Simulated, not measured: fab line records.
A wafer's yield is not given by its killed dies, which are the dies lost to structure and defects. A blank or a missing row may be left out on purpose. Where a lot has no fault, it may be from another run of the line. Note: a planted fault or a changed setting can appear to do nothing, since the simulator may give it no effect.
Struck lot and sound lot, side by side | flow n5_finfet | 16 out of 1938 route steps
Sound: the wafers L234.4, L234.5, L234.6. The struck wafers were L247.2, L247.5, L247.6. The cause comes at the end.
For every step that has rows: the tool of each side, followed by ch and its chambers, followed by its first start. Under that, the readings that differ: sound wafers | struck wafers | difference of the means | sigmas: that difference in standard deviations of wafers without a fault.
alike: readings whose means differ by less than 2 such deviations, and words and numbers that are the same on both sides. not compared: withheld readings, readings that some wafer has no value for, bounds like >300 that may hide the same value, and numbers for which the record gives no deviation and whose values overlap.
A row with sigmas, a row that says differs or no value, or rows on one side alone: a step with any of these is where the two part. Non-overlapping numbers with no deviation appear without sigmas and do not part them. A reading missing from all wafers of one side parts the sides only when that side holds two or more wafers.

first, 6 steps without rows for these wafers: N5_DUMMY_GATE_COAT_09 (resist thk 30 nm); N5_DUMMY_GATE_EBR_11; N5_DUMMY_GATE_SOFTBAKE_10 (time 60 s); N5_DUMMY_GATE_EXPOSE_12 (exposes mask GATE, target cd 25 nm); N5_DUMMY_GATE_PEB_13 (peb time 60 s); N5_DUMMY_GATE_DEVELOP_14 (develop time 30 s).
N5_DUMMY_GATE_CD_MEAS_15: the cd target is 25.8 nm.
  sound on cd_sem-02 ch 0, day 4 04:24; struck on cd_sem-01 ch 0, day 7 10:15
  alike: cd_nm
N5_DUMMY_GATE_OVL_MEAS_16:
  sound on overlay-01 ch 0, day 4 04:27; struck on overlay-02 ch 0, day 7 10:18
  reading       | sound          | struck        | difference | sigmas
  GATE_OVL (nm) | -1.5 -1.6 -0.9 | 1.1 -0.3 -0.4 | +1.5       | +2
N5_DUMMY_GATE_INSPECT_17: inspects for defects (brightfield).
  sound: defect_inspect-02 at day 4 04:29; struck: defect_inspect-02 at day 7 10:21
  alike: raw_defect_count
N5_DUMMY_GATE_DESCUM_20: chemistry O2, time 6.2 s.
  sound on rie_diel-02 ch 1,2, day 4 04:31; struck on rie_diel-02 ch 0,1,3, day 7 10:23
  alike: bias_power_w, drypump_motor_current_A, oes_product_au, rf_vpp_V, showerhead_plenum_p_Torr, throttle_valve_pct
  not compared: rf_hours_counter_h
N5_DUMMY_GATE_ETCH_29: etches underlayer in N2/H2, target depth 13 nm.
  sound on rie_diel-02 ch 1,2, day 4 04:35; struck on rie_diel-02 ch 0,1,3, day 7 10:27
  alike: drypump_motor_current_A, oes_product_au, rf_fwd_power_W, rf_vpp_V, showerhead_plenum_p_Torr, throttle_valve_pct
  not compared: rf_hours_counter_h
N5_DUMMY_GATE_ETCH_36: etches SiARC in CF4, target depth 13 nm.
  sound on rie_diel-02 ch 1,2, day 4 04:37; struck on rie_diel-02 ch 0,1,3, day 7 10:29
  alike: cf4_flow_sccm, drypump_motor_current_A, oes_product_au, rf_fwd_power_W, rf_vpp_V, showerhead_plenum_p_Torr, throttle_valve_pct
  not compared: rf_hours_counter_h
N5_DUMMY_GATE_ETCH_37: etches SOC in N2/H2, target depth 60 nm, overetch 30 nm.
  sound on rie_diel-02 ch 1,2, day 4 04:40; struck on rie_diel-02 ch 0,1,3, day 7 10:32
  reading                                       | sound             | struck            | difference | sigmas
  rf_fwd_power_W (W)                            | 829.9 835.2 829.3 | 636.3 632.9 628.7 | -198.8     | -71
  rf_vpp_V (V)                                  | 520.7 524.3 521.6 | 577.8 572.5 571.5 | +51.7      | +19
  model.SiARC_of_DUMMY_GATE_COAT_35.thk_nm (nm) | 4.8 5 5           | 6 5.8 6           | +1         |
  alike: drypump_motor_current_A, oes_product_au, showerhead_plenum_p_Torr, throttle_valve_pct
  not compared: rf_hours_counter_h
then, 1 step without rows for these wafers: N5_DUMMY_GATE_STRIP_38 (strips in N2/H2).
-- record jumps: 6 days separate the struck wafers' starts on either side; left off in module DUMMY_GATE, taken up again in module BEOL_M4, whose first shown step is the route's number 1111 --
N5_BEOL_M4_RC_MEAS_101:
  sound on prober-01 ch 0, day 9 00:50; struck on prober-02 ch 0, day 13 08:17
  reading       | sound          | struck         | difference | sigmas
  DIBL_N (mV/V) | 37.2 37.2 37.6 | 32.0 32.7 29.5 | -5.9       | -2
  VT_N (mV)     | 247 250 249    | 257 255 258    | +8         | +2
  alike: DIBL_P, IOFF_N, IOFF_P, ION_N, ION_P, SS_N, SS_P, VT_P
-- record jumps: 5 days separate the struck wafers' starts on either side; left off in module BEOL_M4, taken up again in module PASSIVATION, whose first shown step is the route's number 1936 --
N5_PASSIVATION_PROBE_49:
  the record has rows for the struck wafers here (prober-02, day 18 02:05) and none for the sound ones

## WHERE THEY PART
Earliest at N5_DUMMY_GATE_OVL_MEAS_16; latest, in this record, at N5_PASSIVATION_PROBE_49.

WHY: whatever the simulator had introduced
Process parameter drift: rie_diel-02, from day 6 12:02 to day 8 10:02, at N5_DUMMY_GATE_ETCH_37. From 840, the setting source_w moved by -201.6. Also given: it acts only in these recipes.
